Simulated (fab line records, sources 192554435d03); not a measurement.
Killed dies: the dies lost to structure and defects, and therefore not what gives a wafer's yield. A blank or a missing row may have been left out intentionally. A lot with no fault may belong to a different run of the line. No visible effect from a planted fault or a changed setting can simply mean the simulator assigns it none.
Matching of chambers -- flow n5 finfet -- N5_MOL_CONTACT_COAG_CO_FILL_22 on cvd co-01: 3 sister chambers
The step material Co, precursor CCTBA/H2, target thk 20 nm. 3 wafers are shown with their chamber, then 6 later ones without.

== WAFERS PAIRED WITH THEIR CHAMBERS ==
wafer,chamber,heater power w (W)
L713.3,0,237
L723.5,1,229
L723.6,2,194

== WAFERS WITHOUT THEIR CHAMBER ==
wafer,heater power w (W)
L724.2,233
L724.3,191
L724.5,229
L726.2,190
L726.3,229
L726.6,231

== EACH ONE'S CHAMBER ==
wafer,from the rows above,in truth
L724.2,can't be placed: 0 or 1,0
L724.3,2,2
L724.5,1,1
L726.2,2,2
L726.3,1,1
L726.6,can't be placed: 1 or 0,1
Correct placement for 4 of the 6. Unplaceable from these rows: 2, with the true chamber sitting among the candidates in 2. Number placed wrongly: 0.
How it was worked out, from the rows above alone: a wafer's distance from a chamber is the root of the sum, over the readings, of the square of ((its reading less the chamber's mean) divided by the reading's scatter). The wafer belongs to the nearest chamber; if the next one is less than 2 further off, it can't be placed. Each chamber's mean is taken over the wafers shown for it. The scatter (one wafer shown for each chamber): square how far every hidden wafer sits from the nearest shown wafer, average those squares and take the square root.
